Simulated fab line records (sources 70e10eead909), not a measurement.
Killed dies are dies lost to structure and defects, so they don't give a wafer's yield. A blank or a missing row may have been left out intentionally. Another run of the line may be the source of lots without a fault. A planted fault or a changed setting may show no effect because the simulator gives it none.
The tool behind it: which one? / flow nand harc / 24 lots, 72 wafers sampled, at 3 steps of a route of 1159

== WHAT EACH GAUGE READ, for each wafer ==
NHARC_P_BONDPAD_CD_MEAS_13.
lot=L074; measured=day 6 03:55; on=cd sem-02; cd nm (nm)=500.1 500.5 497.1
lot=L077; measured=day 7 04:49; on=cd sem-03; cd nm (nm)=502.0 501.4 497.1
lot=L076; measured=day 7 04:58; on=cd sem-02; cd nm (nm)=498.4 501.4 498.7
lot=L078; measured=day 7 07:58; on=cd sem-02; cd nm (nm)=499.7 499.7 499.9
lot=L075; measured=day 7 08:20; on=cd sem-03; cd nm (nm)=504.9 502.4 501.5
lot=L079; measured=day 7 23:15; on=cd sem-03; cd nm (nm)=498.1 499.2 499.7
lot=L080; measured=day 8 01:47; on=cd sem-01; cd nm (nm)=498.8 497.4 498.9
lot=L081; measured=day 8 02:43; on=cd sem-02; cd nm (nm)=501.1 496.8 495.6
lot=L082; measured=day 8 07:19; on=cd sem-03; cd nm (nm)=501.2 502.2 498.0
lot=L083; measured=day 8 20:22; on=cd sem-02; cd nm (nm)=501.7 500.9 498.4
lot=L087; measured=day 9 13:29; on=cd sem-02; cd nm (nm)=499.3 499.9 504.2
lot=L086; measured=day 9 14:13; on=cd sem-02; cd nm (nm)=500.5 499.0 501.1
lot=L084; measured=day 9 14:32; on=cd sem-02; cd nm (nm)=496.6 499.7 501.0
lot=L085; measured=day 9 23:21; on=cd sem-03; cd nm (nm)=501.9 498.7 496.4
lot=L088; measured=day 10 05:11; on=cd sem-02; cd nm (nm)=501.0 500.0 501.3
lot=L089; measured=day 10 05:44; on=cd sem-03; cd nm (nm)=503.9 499.6 496.2
lot=L090; measured=day 10 10:26; on=cd sem-01; cd nm (nm)=501.6 502.5 497.9
lot=L091; measured=day 10 12:59; on=cd sem-02; cd nm (nm)=497.4 497.9 500.4
lot=L093; measured=day 10 22:03; on=cd sem-01; cd nm (nm)=504.9 501.4 501.1
lot=L092; measured=day 10 22:40; on=cd sem-02; cd nm (nm)=495.4 501.3 498.6
lot=L094; measured=day 11 04:08; on=cd sem-02; cd nm (nm)=496.2 496.1 499.8
lot=L096; measured=day 11 15:35; on=cd sem-03; cd nm (nm)=503.2 502.7 498.6
lot=L095; measured=day 11 16:22; on=cd sem-02; cd nm (nm)=503.8 496.7 499.8
lot=L097; measured=day 12 17:59; on=cd sem-03; cd nm (nm)=495.0 497.7 496.3

NHARC_A_ONON_D1_THK_MEAS_30: measures by ellipsometry.
lot=L074; measured=day 7 21:25; on=film metro-01; thk nm (nm)=1005 1006 1006
lot=L077; measured=day 8 22:34; on=film metro-01; thk nm (nm)=999 999 997
lot=L076; measured=day 8 22:25; on=film metro-01; thk nm (nm)=1012 1013 1014
lot=L078; measured=day 8 22:46; on=film metro-01; thk nm (nm)=993 993 992
lot=L075; measured=day 8 22:26; on=film metro-02; thk nm (nm)=1000 1000 1000
lot=L079; measured=day 9 14:37; on=film metro-02; thk nm (nm)=1005 1004 1004
lot=L080; measured=day 9 14:24; on=film metro-01; thk nm (nm)=1000 997 998
lot=L081; measured=day 9 14:16; on=film metro-02; thk nm (nm)=1000 1001 1001
lot=L082; measured=day 9 21:07; on=film metro-01; thk nm (nm)=1005 1007 1005
lot=L083; measured=day 10 10:47; on=film metro-02; thk nm (nm)=1018 1018 1022
lot=L087; measured=day 11 04:53; on=film metro-02; thk nm (nm)=1019 1018 1018
lot=L086; measured=day 11 04:34; on=film metro-02; thk nm (nm)=1001 1003 1001
lot=L084; measured=day 11 04:31; on=film metro-01; thk nm (nm)=992 994 992
lot=L085; measured=day 11 17:25; on=film metro-01; thk nm (nm)=999 999 1002
lot=L088; measured=day 11 17:46; on=film metro-01; thk nm (nm)=991 991 991
lot=L089; measured=day 11 17:40; on=film metro-02; thk nm (nm)=990 992 992
lot=L090; measured=day 12 02:10; on=film metro-02; thk nm (nm)=976 973 975
lot=L091; measured=day 12 02:08; on=film metro-01; thk nm (nm)=988 986 987
lot=L093; measured=day 12 12:56; on=film metro-02; thk nm (nm)=1004 1002 1002
lot=L092; measured=day 12 12:56; on=film metro-01; thk nm (nm)=978 979 980
lot=L094; measured=day 12 19:11; on=film metro-02; thk nm (nm)=1004 1002 1003
lot=L096; measured=day 13 06:10; on=film metro-02; thk nm (nm)=1006 1008 1007
lot=L095; measured=day 13 06:09; on=film metro-01; thk nm (nm)=995 994 995
lot=L097; measured=day 14 08:49; on=film metro-01; thk nm (nm)=1004 1005 1003

== WHAT TOOL EACH LOT RAN ON (gives the tool, then ch and the chambers of the sampled wafers, and finally the start) ==
lot=L074; NHARC_P_BONDPAD_PVD_27=pvd sputter-02, day 7 21:25 or earlier
lot=L077; NHARC_P_BONDPAD_PVD_27=pvd sputter-01, day 8 22:34 or earlier
lot=L076; NHARC_P_BONDPAD_PVD_27=pvd sputter-03, day 8 22:25 or earlier
lot=L078; NHARC_P_BONDPAD_PVD_27=pvd sputter-01, day 8 22:46 or earlier
lot=L075; NHARC_P_BONDPAD_PVD_27=pvd sputter-02, day 8 22:26 or earlier
lot=L079; NHARC_P_BONDPAD_PVD_27=pvd sputter-02, day 9 14:37 or earlier
lot=L080; NHARC_P_BONDPAD_PVD_27=pvd sputter-01, day 9 14:24 or earlier
lot=L081; NHARC_P_BONDPAD_PVD_27=pvd sputter-03, day 9 14:16 or earlier
lot=L082; NHARC_P_BONDPAD_PVD_27=pvd sputter-01, day 9 21:07 or earlier
lot=L083; NHARC_P_BONDPAD_PVD_27=pvd sputter-03, day 10 10:47 or earlier
lot=L087; NHARC_P_BONDPAD_PVD_27=pvd sputter-03, day 11 04:53 or earlier
lot=L086; NHARC_P_BONDPAD_PVD_27=pvd sputter-02, day 11 04:34 or earlier
lot=L084; NHARC_P_BONDPAD_PVD_27=pvd sputter-01, day 11 04:31 or earlier
lot=L085; NHARC_P_BONDPAD_PVD_27=pvd sputter-03, day 11 17:25 or earlier
lot=L088; NHARC_P_BONDPAD_PVD_27=pvd sputter-03, day 11 17:46 or earlier
lot=L089; NHARC_P_BONDPAD_PVD_27=pvd sputter-03, day 11 17:40 or earlier
lot=L090; NHARC_P_BONDPAD_PVD_27=pvd sputter-03, day 12 02:10 or earlier
lot=L091; NHARC_P_BONDPAD_PVD_27=pvd sputter-02, day 12 02:08 or earlier
lot=L093; NHARC_P_BONDPAD_PVD_27=pvd sputter-02, day 12 12:56 or earlier
lot=L092; NHARC_P_BONDPAD_PVD_27=pvd sputter-03, day 12 12:56 or earlier
lot=L094; NHARC_P_BONDPAD_PVD_27=pvd sputter-02, day 12 19:11 or earlier
lot=L096; NHARC_P_BONDPAD_PVD_27=pvd sputter-01, day 13 06:10 or earlier
lot=L095; NHARC_P_BONDPAD_PVD_27=pvd sputter-03, day 13 06:09 or earlier
lot=L097; NHARC_P_BONDPAD_PVD_27=pvd sputter-02, day 14 08:49 or earlier
- NHARC_P_BONDPAD_PVD_27: deposits Cu, target thk 30 nm, time 20.49 s.

== WHAT THE TOOLS THEMSELVES READ (means of the sampled wafers that have a number; where no wafer has one, the mark that the record gives instead) ==
NHARC_P_BONDPAD_PVD_27.
lot=L074; tool=pvd sputter-02; chamber pressure pa (Pa)=4.994; throttle valve pct (%)=29.3
lot=L077; tool=pvd sputter-01; chamber pressure pa (Pa)=5.000; throttle valve pct (%)=30.0
lot=L076; tool=pvd sputter-03; chamber pressure pa (Pa)=4.991; throttle valve pct (%)=29.0
lot=L078; tool=pvd sputter-01; chamber pressure pa (Pa)=4.999; throttle valve pct (%)=29.1
lot=L075; tool=pvd sputter-02; chamber pressure pa (Pa)=4.991; throttle valve pct (%)=29.4
lot=L079; tool=pvd sputter-02; chamber pressure pa (Pa)=5.009; throttle valve pct (%)=28.8
lot=L080; tool=pvd sputter-01; chamber pressure pa (Pa)=4.999; throttle valve pct (%)=29.3
lot=L081; tool=pvd sputter-03; chamber pressure pa (Pa)=5.005; throttle valve pct (%)=31.5
lot=L082; tool=pvd sputter-01; chamber pressure pa (Pa)=4.998; throttle valve pct (%)=29.0
lot=L083; tool=pvd sputter-03; chamber pressure pa (Pa)=4.999; throttle valve pct (%)=30.7
lot=L087; tool=pvd sputter-03; chamber pressure pa (Pa)=4.996; throttle valve pct (%)=30.0
lot=L086; tool=pvd sputter-02; chamber pressure pa (Pa)=4.993; throttle valve pct (%)=28.8
lot=L084; tool=pvd sputter-01; chamber pressure pa (Pa)=4.992; throttle valve pct (%)=30.0
lot=L085; tool=pvd sputter-03; chamber pressure pa (Pa)=4.994; throttle valve pct (%)=30.6
lot=L088; tool=pvd sputter-03; chamber pressure pa (Pa)=4.999; throttle valve pct (%)=30.6
lot=L089; tool=pvd sputter-03; chamber pressure pa (Pa)=4.997; throttle valve pct (%)=29.9
lot=L090; tool=pvd sputter-03; chamber pressure pa (Pa)=5.001; throttle valve pct (%)=30.1
lot=L091; tool=pvd sputter-02; chamber pressure pa (Pa)=4.999; throttle valve pct (%)=29.9
lot=L093; tool=pvd sputter-02; chamber pressure pa (Pa)=4.996; throttle valve pct (%)=29.8
lot=L092; tool=pvd sputter-03; chamber pressure pa (Pa)=5.000; throttle valve pct (%)=30.8
lot=L094; tool=pvd sputter-02; chamber pressure pa (Pa)=5.001; throttle valve pct (%)=29.9
lot=L096; tool=pvd sputter-01; chamber pressure pa (Pa)=4.994; throttle valve pct (%)=29.3
lot=L095; tool=pvd sputter-03; chamber pressure pa (Pa)=5.007; throttle valve pct (%)=30.7
lot=L097; tool=pvd sputter-02; chamber pressure pa (Pa)=4.995; throttle valve pct (%)=30.2

== THE ANSWER, worked out from the rows above alone ==
Rule: what is usual is taken from the lots themselves. The widest of any qualifying gaps counts: lots, ordered by their means at a reading, are off when they make up no more than a third of the lots, leave a main group of 4 or more, and stand apart from it by 3 or more times the standard deviation of that group's means. The tables above print the reading to a certain number of digits; a main group whose means all agree to those digits is not used. Also off: a lot with no number at a reading for which 4 or more lots have one. The other lots that the step has rows for count as sound. First the gauges in route order, then the tools' own readings, where a lot's mean is used as printed above. The first step at which some lot is off is used, and at that step the reading that is off furthest; a lot without a number counts as furthest.
No lot is off on any of the readings shown, so nothing can be concluded from this.

== WHAT HAD BEEN PUT IN BY THE SIMULATOR ==
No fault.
